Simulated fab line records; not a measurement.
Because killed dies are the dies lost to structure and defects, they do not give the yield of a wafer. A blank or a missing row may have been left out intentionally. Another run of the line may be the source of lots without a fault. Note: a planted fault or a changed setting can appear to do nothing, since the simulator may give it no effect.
fab line records	flow n5-finfet
[record] lots = 9	wafers = 27	last-day = 17
route steps=1938 shown BEOL_M4@1111 MIM_TOP_ETCH@1853 PAD_METAL@1893 PASSIVATION@1916
lots untouched by any fault: they come from a run of this same line in which no faults occurred
start-h: hours from the record's first day to the start of the lot's first wafer shown	wait-h: hours elapsed since this lot's preceding step	" the same as in the row above	L1.1+2: a single row standing in for several wafers	- no value, or no start was given	* or withheld: withheld	< > ~ a bound
route shown NAME@n: names a module that has steps shown in the file, with the first one's number in the route	usual: the fault-free wafers' mean and standard deviation	same: alike in all rows	chamber/n: place in a boat	sites: per-site readings	_std_site: the standard deviation of these	_edge_site: outer sites' mean less inner sites'	radius-mm: for every site, how far away it sits from the centre of the wafer	mask NAME#n: copy n	behind: the tool/chamber that last shaped the wafer	hold: why the lot was held/for how many hours/how that ended	device: which transistor (n, p or np) failed to switch	end of line: the tests these same wafers got at the end of their route	step lacking rows: just its recipe	killed: not the wafer's yield, but the dies lost to structure and defects at the first sort	map: per-die view of a wafer (x killed, . not killed, _ where there is no die)
set.NAME: the setting the step ran with; set.NAME@STEP: the setting that earlier step ran with	model.NAME: the simulator's own value behind a step, which no gauge read
a sample of lots followed through the steps of the route, with each step as a table and each wafer as a row
services: a tool's chamber out of use, with start hour (start-h, from the record's first day; less than 0 if before it), hours out, and reason
[[steps]]
[step N5_BEOL_M4_RC_MEAS_101]
[usual] DIBL_N = 36.4/1.4	DIBL_P = 36.3/1.5	IOFF_N = 0.162/0.023	IOFF_P = 0.211/0.027	ION_N = 676/9.7	ION_P = 463/6.4	SS_N = 71.5/0.5	SS_P = 73.3/0.6	VT_N = 249.3/2.5	VT_P = -249.9/2.8
lot.wafer	tool	chamber	start-h	wait-h	DIBL_N[mV/V]	DIBL_P[mV/V]	IOFF_N[nA/um]	IOFF_P[nA/um]	ION_N[uA/um]	ION_P[uA/um]	SS_N[mV/dec]	SS_P[mV/dec]	VT_N[mV]	VT_P[mV]
L335.1	prober-02	0	163.23	0.0	37.8	35.0	0.163	0.205	663	456	72.0	73.1	250.6	-251.6
L335.4	"	0	"	"	37.2	35.9	0.155	0.225	672	466	71.1	72.1	249.4	-249.4
L335.5	"	0	"	"	38.0	36.3	0.161	0.222	664	457	71.8	73.2	250.6	-248.1
L336.2	prober-02	0	173.70	0.2	36.4	35.9	0.157	0.212	680	470	70.9	73.2	248.7	-249.4
L336.3	"	0	"	"	37.6	36.8	0.184	0.222	685	468	71.6	73.4	247.1	-247.8
L336.6	"	0	"	"	36.8	35.5	0.168	0.214	683	468	71.6	72.8	247.9	-248.2
L341.4	prober-01	0	212.91	0.5	33.7	33.6	0.121	0.176	664	462	70.7	72.0	253.4	-253.6
L341.5	"	0	"	"	36.4	36.3	0.162	0.223	671	461	70.9	72.7	249.2	-250.1
L341.6	"	0	"	"	37.4	38.2	0.174	0.237	670	458	71.6	73.3	249.3	-247.8
L342.2	prober-01	0	217.96	0.2	36.1	37.9	0.168	0.210	679	464	71.3	74.0	247.3	-248.0
L342.3	"	0	"	"	35.1	36.0	0.144	0.177	674	458	71.2	73.6	250.4	-253.1
L342.6	"	0	"	"	34.5	35.8	0.128	0.178	660	460	71.1	73.0	252.3	-252.5
L347.2	prober-02	0	241.10	0.2	38.3	37.4	0.166	0.247	669	462	71.2	73.4	248.3	-245.2
L347.3	"	0	"	"	36.5	35.2	0.143	0.202	679	467	71.3	73.2	247.4	-248.1
L347.6	"	0	"	"	37.7	36.0	0.160	0.222	670	455	71.3	72.9	249.1	-247.1
L348.1	prober-01	0	258.34	0.0	34.3	35.4	0.136	0.184	668	454	71.1	73.6	251.5	-252.0
L348.3	"	0	"	"	34.6	35.9	0.147	0.193	677	472	70.8	74.0	252.0	-252.7
L348.4	"	0	"	"	35.2	36.9	0.150	0.198	685	471	72.1	73.9	250.6	-252.0
L353.3	prober-02	0	292.67	0.3	35.7	35.6	0.161	0.188	681	458	72.2	73.8	249.8	-252.5
L353.4	"	0	"	"	36.4	37.2	0.173	0.212	675	457	71.8	74.8	248.5	-249.4
L353.6	"	0	"	"	36.1	36.2	0.163	0.193	689	462	71.4	73.2	250.0	-252.2
L355.1	prober-01	0	294.52	0.0	37.0	36.4	0.156	0.200	667	459	72.0	74.1	250.4	-252.9
L355.2	"	0	"	"	37.3	36.7	0.175	0.210	675	459	71.3	74.1	249.3	-251.6
L355.4	"	0	"	"	36.8	36.8	0.174	0.204	687	470	71.8	74.6	245.5	-251.3
L354.1	prober-02	0	295.55	0.0	36.0	34.2	0.153	0.213	670	462	71.6	73.0	250.2	-250.2
L354.2	"	0	"	"	36.4	33.9	0.162	0.216	661	457	71.6	71.9	250.8	-246.2
L354.6	"	0	"	"	36.4	35.0	0.162	0.231	665	466	71.4	73.6	250.8	-248.0
[step N5_MIM_TOP_ETCH_PECVD_03]
[recipe] material = SiNx	target-thk-a = 200	temp-c = 400	precursor = SiH4/NH3/N2	pressure-torr = 1.5	rf-w = 300	time-s = 17.6
[usual] heater-power-w = 836/74	showerhead-plenum-p-Torr = 5.15/0.06	throttle-valve-pct = 39.7/1.4
lot.wafer	tool	chamber	start-h	wait-h	heater-power-w	showerhead-plenum-p-Torr	throttle-valve-pct
L335.1	pecvd-02	1	255.43	-	732	5.09	38.9
L335.4	"	2	"	"	938	5.22	41.4
L335.5	"	0	"	"	858	5.21	38.9
L336.2	pecvd-02	0	258.85	-	790	5.23	38.7
L336.3	"	2	"	"	927	5.20	41.5
L336.6	"	2	"	"	966	5.22	41.4
L341.4	pecvd-01	1	308.31	-	901	5.09	39.8
L341.5	"	2	"	"	816	5.13	36.8
L341.6	"	0	"	"	902	5.14	39.7
L342.2	pecvd-01	1	316.18	-	801	5.10	39.7
L342.3	"	0	"	"	917	5.15	39.8
L342.6	"	0	"	"	885	5.14	39.7
L347.2	pecvd-02	0	336.20	-	832	5.23	39.1
L347.3	"	1	"	"	829	5.09	39.3
L347.6	"	0	"	"	808	5.22	38.9
L348.1	pecvd-03	0	347.54	-	702	5.06	41.8
L348.3	"	2	"	"	868	5.26	39.1
L348.4	"	1	"	"	788	5.16	39.7
L354.1	pecvd-01	0	386.52	-	894	5.14	39.8
L354.2	"	1	"	"	861	5.11	40.0
L354.6	"	0	"	"	893	5.13	39.7
L353.3	pecvd-01	1	393.31	-	896	5.09	39.7
L353.4	"	1	"	"	912	5.10	40.1
L353.6	"	2	"	"	922	5.14	37.3
L355.1	pecvd-02	2	395.83	-	925	5.20	42.5
L355.2	"	0	"	"	820	5.23	38.7
L355.4	"	2	"	"	938	5.21	42.6
[step N5_PASSIVATION_DEGAS_18]
[recipe] ambient = vacuum	temp-c = 300	time-s = 60
[usual] heater-power-w = 489/58
lot.wafer	tool	chamber	start-h	wait-h	heater-power-w
L335.1	pvd-sputter-01	-	259.91	1.6	433
L335.4	"	-	"	"	567
L335.5	"	-	"	"	436
L336.2	pvd-sputter-02	-	262.09	0.3	567
L336.3	"	-	"	"	388
L336.6	"	-	"	"	427
L341.5	pvd-sputter-01	-	312.18	0.2	483
L341.6	"	-	"	"	506
L342.2	pvd-sputter-01	-	318.76	0.0	515
L342.6	"	-	"	"	562
L347.2	pvd-sputter-01	-	339.47	0.0	552
L347.3	"	-	"	"	492
L347.6	"	-	"	"	512
L348.1	pvd-sputter-01	-	351.26	0.7	513
L348.3	"	-	"	"	440
L348.4	"	-	"	"	549
L354.1	pvd-sputter-01	-	390.77	1.8	514
L354.2	"	-	"	"	433
L354.6	"	-	"	"	566
L353.3	pvd-sputter-03	-	396.72	0.4	424
L353.4	"	-	"	"	411
L353.6	"	-	"	"	418
L355.1	pvd-sputter-03	-	398.41	0.0	470
L355.2	"	-	"	"	481
L355.4	"	-	"	"	418
[step N5_PASSIVATION_PECVD_35]
[recipe] material = SiNx	target-thk-a = 7000	temp-c = 400	precursor = SiH4/NH3/N2	pressure-torr = 4.9	rf-w = 1406	time-s = 151.3
[usual] heater-power-w = 482/100	showerhead-plenum-p-Torr = 8.67/0.048	throttle-valve-pct = 28.6/1.3
lot.wafer	tool	chamber	start-h	wait-h	heater-power-w	showerhead-plenum-p-Torr	throttle-valve-pct
L335.1	pecvd-04	1	262.00	0.1	369	8.61	29.5
L335.4	"	1	"	"	387	8.61	29.8
L335.5	"	0	"	"	707	8.74	29.3
L336.2	pecvd-04	2	264.34	0.1	536	8.69	26.3
L336.3	"	1	"	"	429	8.62	29.7
L336.6	"	1	"	"	268	8.60	30.0
L341.5	pecvd-04	2	314.25	0.1	397	8.69	26.7
L341.6	"	1	"	"	285	8.58	30.0
L342.2	pecvd-04	0	320.91	0.1	649	8.71	29.3
L342.6	"	1	"	"	427	8.60	29.7
L347.2	pecvd-02	1	341.46	0.1	403	8.62	28.4
L347.3	"	2	"	"	549	8.75	30.9
L347.6	"	2	"	"	399	8.73	30.9
L348.1	pecvd-01	2	353.50	0.1	446	8.69	27.0
L348.3	"	0	"	"	407	8.65	29.4
L348.4	"	0	"	"	451	8.69	29.2
L354.1	pecvd-04	0	392.91	0.1	707	8.70	29.5
L354.2	"	1	"	"	342	8.59	29.9
L354.6	"	1	"	"	389	8.60	29.8
L353.3	pecvd-01	1	398.71	0.1	500	8.62	28.9
L353.4	"	2	"	"	499	8.65	27.3
L353.6	"	0	"	"	461	8.67	29.0
L355.1	pecvd-04	1	400.47	0.1	371	8.61	29.7
L355.2	"	2	"	"	482	8.71	26.9
L355.4	"	2	"	"	514	8.68	26.6
[step N5_PASSIVATION_ETCH_54]
[recipe] chemistry = CHF3/O2	target = SiO2	target-depth-a = 8800	CHF3_flow_sccm = 50	O2_flow_sccm = 5	Ar_flow_sccm = 200	time-s = 440	mask-material = PR	pressure-mtorr = 30	source-w = 650	bias-w = 170	ion-energy-ev = 200
[usual] CHF3_flow_sccm = 50.01/0.14	drypump-motor-current-A = 5.6/0.55	oes-product-au = 0.82/0.072	rf-vpp-V = 522/5.1	showerhead-plenum-p-Torr = 2.41/0.066	throttle-valve-pct = 18.73/0.17
lot.wafer	tool	chamber	start-h	wait-h	CHF3_flow_sccm	drypump-motor-current-A	oes-product-au	rf-hours-counter-h	rf-vpp-V	showerhead-plenum-p-Torr	throttle-valve-pct
L335.1	rie-diel-02	2	263.23	0.1	49.97	4.9	0.77	126	520	2.41	18.95
L335.4	"	1	"	"	50.21	6.7	0.89	46	513	2.34	18.62
L335.5	"	3	"	"	50.03	5.9	0.85	-	530	2.54	18.56
L336.2	rie-diel-06	0	265.13	0.1	50.06	5.8	0.69	241	520	2.38	18.86
L336.3	"	2	"	"	49.80	6.1	0.81	79	522	2.35	18.80
L336.6	"	1	"	"	49.77	5.3	0.85	-	525	2.45	18.81
L341.5	rie-diel-06	3	315.27	0.1	50.02	5.0	0.94	-	518	2.36	18.59
L341.6	"	2	"	"	50.09	6.1	0.79	-	521	2.34	18.82
L342.2	rie-diel-04	3	321.86	0.1	49.95	5.5	0.74	170	529	2.41	18.92
L342.6	"	1	"	"	49.90	5.5	0.67	-	516	2.36	18.99
L347.2	rie-diel-04	0	342.44	0.1	49.86	6.2	0.77	121	531	2.43	18.45
L347.3	"	2	"	"	50.14	5.1	0.82	103	523	2.43	18.63
L347.6	"	1	"	"	49.85	5.5	0.97	-	518	2.36	18.57
L348.1	rie-diel-04	0	354.42	0.1	49.74	6.3	0.76	125	531	2.43	18.44
L348.3	"	2	"	"	50.46	5.2	0.81	107	522	2.43	18.63
L348.4	"	3	"	"	50.12	5.5	0.72	183	528	2.40	18.95
L354.1	rie-diel-06	1	393.82	0.1	50.31	5.3	0.80	90	523	2.43	18.89
L354.2	"	2	"	"	50.14	6.1	0.75	128	522	2.33	18.87
L354.6	"	2	"	"	49.91	6.1	0.76	-	522	2.33	18.87
L353.3	rie-diel-02	0	399.65	0.1	49.90	5.0	0.82	68	522	2.55	18.79
L353.4	"	2	"	"	49.95	4.9	0.73	172	519	2.39	19.03
L353.6	"	1	"	"	50.01	6.7	0.83	-	516	2.33	18.69
L355.1	rie-diel-02	0	401.40	0.1	49.97	5.0	0.82	69	524	2.55	18.80
L355.2	"	3	"	"	49.98	5.9	0.80	107	532	2.52	18.63
L355.4	"	1	"	"	50.08	6.7	0.83	95	515	2.33	18.69
[step N5_PASSIVATION_PROBE_49]
[usual] defect-limited-yield = 91.3/1.3	killed_at_M0_to_M3 = 33/8.9	killed_at_M4_up = 15/5.4	killed-at-contacts = 13/5.8	killed-at-front-end = 39/9.9	killed-at-other = 3.2/2.9	killed-dies = 102/15	killed-open = 68/12	killed-short = 34/7.6	sort_bin_5_function = 5.1/0.89	sort_bin_6_memory = 3.2/0.63	sort-n-pass = 1078/15	sort-yield-pct = 91.3/1.3
[same] gross-dies = 1180	killed-at-back-side = 0	sort_bin_4_leakage[%] = 0	sort_bin_8_speed[%] = 0
lot.wafer	tool	chamber	start-h	wait-h	defect-limited-yield[%]	killed_at_M0_to_M3	killed_at_M4_up	killed-at-contacts	killed-at-front-end	killed-at-other	killed-dies	killed-open	killed-short	sort_bin_5_function[%]	sort_bin_6_memory[%]	sort-n-pass	sort-yield-pct[%]
L335.1	prober-01	-	266.59	0.0	91.6	45	12	20	18	4	99	55	43	4.5	3.6	1081	91.6
L335.4	prober-01	-	266.74	0.2	93.1	25	14	14	28	1	82	55	26	4.5	2.4	1098	93.1
L335.5	prober-01	-	266.79	0.2	93.6	26	16	10	22	2	76	59	16	4.1	2.3	1104	93.6
L336.2	prober-02	-	268.61	0.1	90.0	33	15	15	55	0	118	88	30	5.9	3.9	1062	90.0
L336.3	prober-02	-	268.66	0.1	89.9	28	20	22	48	1	119	84	35	5.2	4.6	1061	89.9
L336.6	prober-02	-	268.81	0.3	92.4	17	27	11	35	0	90	63	27	4.7	3.0	1090	92.4
L341.4	prober-01	-	318.07	0.2	25.3	39	8	12	38	785	882	55	47	4.7	3.3	298	25.3
L341.5	prober-01	-	318.12	0.2	90.3	36	13	16	45	4	114	79	35	5.2	4.2	1066	90.3
L341.6	prober-01	-	318.17	0.3	91.4	24	12	16	46	3	101	69	32	4.6	3.6	1079	91.4
L342.2	prober-01	-	324.75	0.1	92.5	29	11	12	36	0	88	54	33	5.1	2.2	1092	92.5
L342.3	prober-01	-	324.80	0.1	28.0	25	6	4	29	786	850	42	24	3.8	1.8	330	28.0
L342.6	prober-01	-	324.95	0.3	93.0	24	7	20	28	4	83	55	27	4.5	2.3	1097	93.0
L347.2	prober-02	-	345.31	0.1	90.3	40	14	8	51	2	115	74	40	5.9	3.6	1065	90.3
L347.3	prober-02	-	345.36	0.1	90.7	21	13	18	57	1	110	72	38	5.4	3.6	1070	90.7
L347.6	prober-02	-	345.51	0.3	89.0	32	13	14	66	5	130	81	48	7.4	3.6	1050	89.0
L348.1	prober-02	-	357.20	0.0	90.3	36	15	10	44	10	115	78	37	4.6	4.9	1065	90.3
L348.3	prober-02	-	357.30	0.1	91.6	26	28	7	32	6	99	61	38	4.7	3.4	1081	91.6
L348.4	prober-02	-	357.35	0.2	91.3	33	19	15	29	7	103	63	39	4.7	3.3	1077	91.3
L354.1	prober-02	-	396.61	0.0	91.3	39	16	7	36	5	103	77	26	5.3	2.7	1077	91.3
L354.2	prober-02	-	396.66	0.1	90.0	41	16	21	34	6	118	80	38	6.4	3.1	1062	90.0
L354.6	prober-02	-	396.86	0.3	91.5	35	13	12	36	4	100	71	29	5.2	3.1	1080	91.5
L353.3	prober-01	-	402.58	0.1	92.1	15	12	21	41	4	93	59	33	4.8	2.6	1087	92.1
L353.4	prober-01	-	402.63	0.2	90.3	41	12	16	41	5	115	77	37	5.9	3.3	1065	90.3
L353.6	prober-01	-	402.73	0.3	91.4	27	11	22	37	4	101	78	21	4.8	3.4	1079	91.4
L355.1	prober-01	-	405.58	0.0	87.5	42	19	34	53	0	148	93	54	7.8	4.4	1032	87.5
L355.2	prober-01	-	405.63	0.1	90.2	30	19	17	48	2	116	74	42	5.2	4.4	1064	90.2
L355.4	prober-01	-	405.73	0.2	89.1	47	18	17	46	1	129	98	30	6.7	4.2	1051	89.1
// killed by level:class
L335.1 BEOL_M0_SAQP:geometric-particle:short=14 MOL_CONTACT_COAG:geometric-particle:open=13 BEOL_M2:geometric-particle:open=12 BEOL_M0_SAQP:geometric-particle:open=10 MOL_CONTACT_COAG:geometric-particle:short=7 BEOL_M4:geometric-particle:short=4 ILD0:geometric-particle:short=3 BEOL_M3:geometric-particle:short=3
L335.4 BEOL_M0_SAQP:geometric-particle:short=10 MOL_CONTACT_COAG:geometric-particle:open=9 BEOL_M0_SAQP:geometric-particle:open=6 BEOL_M3:geometric-particle:open=6 BEOL_M4:geometric-particle:open=6 MOL_CONTACT_COAG:geometric-particle:short=5 STARTING-WAFER:geometric-particle:open=5 FIN_SAQP:geometric-particle:open=4
L335.5 FIN_SAQP:geometric-particle:open=9 BEOL_M2:geometric-particle:open=9 MOL_CONTACT_COAG:geometric-particle:open=7 BEOL_M3:geometric-particle:open=6 BEOL_M4:geometric-particle:open=6 DUMMY_GATE:geometric-particle:open=5 BEOL_M0_SAQP:geometric-particle:short=4 FIN_SAQP:geometric-particle:short=3
L336.2 MOL_CONTACT_COAG:geometric-particle:open=14 DUMMY_GATE:geometric-particle:open=13 BEOL_M1:geometric-particle:open=13 STI_FIN_REVEAL:geometric-particle:open=9 BEOL_M4:geometric-particle:open=9 GATE_CUT:geometric-particle:short=9 FIN_SAQP:geometric-particle:short=8 BEOL_M2:geometric-particle:open=7
L336.3 STI_FIN_REVEAL:geometric-particle:open=21 MOL_CONTACT_COAG:geometric-particle:open=15 BEOL_M4:geometric-particle:open=14 GATE_CUT:geometric-particle:short=8 MOL_CONTACT_COAG:geometric-particle:short=7 BEOL_M0_SAQP:geometric-particle:open=6 BEOL_M2:geometric-particle:open=6 DUMMY_GATE:geometric-particle:open=4
L336.6 BEOL_M4:geometric-particle:open=20 STI_FIN_REVEAL:geometric-particle:open=10 MOL_CONTACT_COAG:geometric-particle:open=10 FIN_SAQP:geometric-particle:short=7 BEOL_M0_SAQP:geometric-particle:open=6 DUMMY_GATE:geometric-particle:open=4 GATE_CUT:geometric-particle:short=3 STARTING-WAFER:geometric-particle:short=3
L341.4 MIM_TOP_ETCH:area-pecvd=780 BEOL_M0_SAQP:geometric-particle:short=13 FIN_SAQP:geometric-particle:short=9 BEOL_M0_SAQP:geometric-particle:open=9 FIN_SAQP:geometric-particle:open=8 MOL_CONTACT_COAG:geometric-particle:short=6 MOL_CONTACT_COAG:geometric-particle:open=6 STI_FIN_REVEAL:geometric-particle:open=4
L341.5 BEOL_M0_SAQP:geometric-particle:open=14 MOL_CONTACT_COAG:geometric-particle:open=12 FIN_SAQP:geometric-particle:open=9 STI_FIN_REVEAL:geometric-particle:open=9 BEOL_M4:geometric-particle:open=8 BEOL_M2:geometric-particle:open=8 GATE_CUT:geometric-particle:short=7 BEOL_M0_SAQP:geometric-particle:short=7
L341.6 MOL_CONTACT_COAG:geometric-particle:open=13 FIN_SAQP:geometric-particle:short=12 FIN_SAQP:geometric-particle:open=11 BEOL_M0_SAQP:geometric-particle:open=8 STI_FIN_REVEAL:geometric-particle:open=7 BEOL_M2:geometric-particle:open=6 BEOL_M4:geometric-particle:open=4 STARTING-WAFER:geometric-particle:open=3
L342.2 STI_FIN_REVEAL:geometric-particle:open=10 MOL_CONTACT_COAG:geometric-particle:open=8 BEOL_M0_SAQP:geometric-particle:short=8 BEOL_M2:geometric-particle:open=6 FIN_SAQP:geometric-particle:short=5 STI_FIN_REVEAL:geometric-particle:short=5 MOL_CONTACT_COAG:geometric-particle:short=4 BEOL_M1:geometric-particle:open=4
L342.3 MIM_TOP_ETCH:area-pecvd=784 STI_FIN_REVEAL:geometric-particle:open=8 BEOL_M3:geometric-particle:open=7 FIN_SAQP:geometric-particle:short=6 BEOL_M2:geometric-particle:open=6 BEOL_M0_SAQP:geometric-particle:short=5 BEOL_M0_SAQP:geometric-particle:open=4 FIN_SAQP:geometric-particle:open=3
L342.6 MOL_CONTACT_COAG:geometric-particle:open=12 MOL_CONTACT_COAG:geometric-particle:short=8 BEOL_M1:geometric-particle:open=8 BEOL_M2:geometric-particle:open=7 FIN_SAQP:geometric-particle:open=5 STI_FIN_REVEAL:geometric-particle:short=4 STI_FIN_REVEAL:geometric-particle:open=4 DUMMY_GATE:geometric-particle:open=4
L347.2 FIN_SAQP:geometric-particle:short=16 STI_FIN_REVEAL:geometric-particle:open=13 BEOL_M0_SAQP:geometric-particle:open=11 FIN_SAQP:geometric-particle:open=8 BEOL_M1:geometric-particle:open=8 BEOL_M3:geometric-particle:open=8 BEOL_M4:geometric-particle:open=8 MOL_CONTACT_COAG:geometric-particle:open=7
L347.3 FIN_SAQP:geometric-particle:open=19 FIN_SAQP:geometric-particle:short=18 MOL_CONTACT_COAG:geometric-particle:open=17 BEOL_M2:geometric-particle:open=7 GATE_CUT:geometric-particle:short=7 BEOL_M0_SAQP:geometric-particle:open=5 GATE_CUT:geometric-particle:open=4 BEOL_M4:geometric-particle:open=4
L347.6 FIN_SAQP:geometric-particle:short=21 FIN_SAQP:geometric-particle:open=16 MOL_CONTACT_COAG:geometric-particle:open=12 BEOL_M1:geometric-particle:open=10 STI_FIN_REVEAL:geometric-particle:open=9 GATE_CUT:geometric-particle:short=8 BEOL_M2:geometric-particle:open=6 BEOL_M0_SAQP:geometric-particle:open=6
L348.1 FIN_SAQP:geometric-particle:open=17 FIN_SAQP:geometric-particle:short=10 MOL_CONTACT_COAG:geometric-particle:open=9 BEOL_M4:geometric-particle:open=9 BEOL_M1:geometric-particle:open=8 BEOL_M2:geometric-particle:open=8 BEOL_M0_SAQP:geometric-particle:short=6 MIM_TOP_ETCH:geometric-particle:open=6
L348.3 BEOL_M4:geometric-particle:open=14 FIN_SAQP:geometric-particle:short=8 MOL_CONTACT_COAG:geometric-particle:open=7 BEOL_M0_SAQP:geometric-particle:open=6 FIN_SAQP:geometric-particle:open=5 DUMMY_GATE:geometric-particle:short=5 BEOL_M7:geometric-particle:open=5 STARTING-WAFER:geometric-particle:short=5
L348.4 MOL_CONTACT_COAG:geometric-particle:open=11 BEOL_M0_SAQP:geometric-particle:open=11 BEOL_M1:geometric-particle:open=8 BEOL_M4:geometric-particle:open=8 FIN_SAQP:geometric-particle:open=6 FIN_SAQP:geometric-particle:short=6 BEOL_M0_SAQP:geometric-particle:short=6 GATE_CUT:geometric-particle:short=6
L354.1 FIN_SAQP:geometric-particle:open=16 BEOL_M0_SAQP:geometric-particle:open=9 BEOL_M2:geometric-particle:open=6 BEOL_M0:geometric-particle:open=6 BEOL_M3:geometric-particle:open=6 MOL_CONTACT_COAG:geometric-particle:open=5 BEOL_M0_SAQP:geometric-particle:short=5 BEOL_M4:geometric-particle:open=5
L354.2 MOL_CONTACT_COAG:geometric-particle:open=19 BEOL_M0_SAQP:geometric-particle:short=13 FIN_SAQP:geometric-particle:open=10 STI_FIN_REVEAL:geometric-particle:open=9 BEOL_M0_SAQP:geometric-particle:open=7 BEOL_M1:geometric-particle:open=7 BEOL_M1:geometric-particle:short=5 BEOL_M7:geometric-particle:open=5
L354.6 BEOL_M1:geometric-particle:open=12 BEOL_M4:geometric-particle:open=9 STI_FIN_REVEAL:geometric-particle:open=7 MOL_CONTACT_COAG:geometric-particle:open=7 BEOL_M0_SAQP:geometric-particle:open=7 BEOL_M3:geometric-particle:open=6 GATE_CUT:geometric-particle:short=5 MOL_CONTACT_COAG:geometric-particle:short=5
L353.3 MOL_CONTACT_COAG:geometric-particle:open=18 FIN_SAQP:geometric-particle:open=13 FIN_SAQP:geometric-particle:short=6 STI_FIN_REVEAL:geometric-particle:open=6 BEOL_M4:geometric-particle:open=6 BEOL_M2:geometric-particle:open=4 BEOL_M4:geometric-particle:short=4 GATE_CUT:geometric-particle:short=3
L353.4 MOL_CONTACT_COAG:geometric-particle:open=15 BEOL_M2:geometric-particle:open=13 BEOL_M0_SAQP:geometric-particle:short=10 FIN_SAQP:geometric-particle:open=8 STI_FIN_REVEAL:geometric-particle:open=8 FIN_SAQP:geometric-particle:short=7 DUMMY_GATE:geometric-particle:open=7 BEOL_M0_SAQP:geometric-particle:open=7
L353.6 MOL_CONTACT_COAG:geometric-particle:open=22 FIN_SAQP:geometric-particle:open=11 BEOL_M4:geometric-particle:open=7 STI_FIN_REVEAL:geometric-particle:open=6 BEOL_M0_SAQP:geometric-particle:open=6 STARTING-WAFER:geometric-particle:open=5 BEOL_M0:geometric-particle:open=4 BEOL_M3:geometric-particle:open=4
L355.1 MOL_CONTACT_COAG:geometric-particle:open=26 BEOL_M1:geometric-particle:open=12 BEOL_M4:geometric-particle:short=11 DUMMY_GATE:geometric-particle:open=10 MOL_CONTACT_COAG:geometric-particle:short=8 STI_FIN_REVEAL:geometric-particle:open=7 FIN_SAQP:geometric-particle:short=6 FIN_SAQP:geometric-particle:open=6
L355.2 MOL_CONTACT_COAG:geometric-particle:open=13 BEOL_M2:geometric-particle:open=8 STI_FIN_REVEAL:geometric-particle:open=8 FIN_SAQP:geometric-particle:open=6 DUMMY_GATE:geometric-particle:open=6 BEOL_M3:geometric-particle:open=6 BEOL_M4:geometric-particle:open=6 ILD0:geometric-particle:short=5
L355.4 BEOL_M3:geometric-particle:open=21 DUMMY_GATE:geometric-particle:open=13 MOL_CONTACT_COAG:geometric-particle:open=12 FIN_SAQP:geometric-particle:open=6 BEOL_M0:geometric-particle:open=6 BEOL_M2:geometric-particle:open=6 BEOL_M4:geometric-particle:open=6 STI_FIN_REVEAL:geometric-particle:open=5
[[services]]
tool	chamber	start-h	hours	kind
rie-diel-06	3	240.20	-	clean
rie-diel-06	3	240.20	-	consumable-replace:focus-ring
rie-diel-06	3	240.20	19.6	scheduled-down
rie-diel-06	3	240.20	19.6	vent-cycle
pecvd-01	1	274.01	5.5	scheduled-down
rie-diel-04	1	283.96	9.8	repair
rie-diel-06	0	291.93	-	clean
rie-diel-06	0	291.93	-	consumable-replace:focus-ring
rie-diel-06	0	291.93	14.4	scheduled-down
rie-diel-06	0	291.93	14.4	vent-cycle
rie-diel-04	2	306.92	9.3	repair
rie-diel-04	1	322.19	-	clean
pecvd-01	-	330.40	2.8	pm
pecvd-03	-	331.52	6.0	pm
pvd-sputter-03	-	338.38	2.8	repair
rie-diel-02	0	360.62	1.7	repair
rie-diel-04	-	370.58	2.8	pm
pecvd-01	-	374.46	1.6	repair
rie-diel-02	3	381.32	10.0	repair
pecvd-02	1	383.66	-	clean
pecvd-02	1	383.66	-	consumable-replace:showerhead
rie-diel-04	3	392.98	7.8	repair
pecvd-04	-	395.56	0.6	repair
pecvd-03	-	400.85	1.9	repair
[[key]]
[first-sign] step = N5_PASSIVATION_PROBE_49	reading = killed-at-other	direction = up	sigmas = 99+	usual = 3.2	struck = 785.5
[effect] step = N5_PASSIVATION_PROBE_49	reading = killed-dies	direction = up	sigmas = 51	usual = 102	struck = 866
[more-kills-born-at] N5_MIM_TOP_ETCH_PECVD_03@pecvd-01 = 1564
met-at N5_MIM_TOP_ETCH_PECVD_03
struck-lots L341,L342
struck-wafers L341.4,L342.3
later-rows-left-out L341.4,L342.3
not-acting-at N5_PASSIVATION_DEGAS_18,N5_PASSIVATION_PECVD_35,N5_PASSIVATION_ETCH_54
[fault] kind = process-parameter-drift	tool = pecvd-01	chamber = -	onset-h = 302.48	steps = N5_MIM_TOP_ETCH_PECVD_03	channel = time-s	offset = *	shape = step	end-h = 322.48	scope = struck-wafers-only	acts-in = *	stated = *
// later-rows-left-out: the simulator's readings of these wafers behind a module that went badly wrong aren't trusted and aren't shown, but for the sort
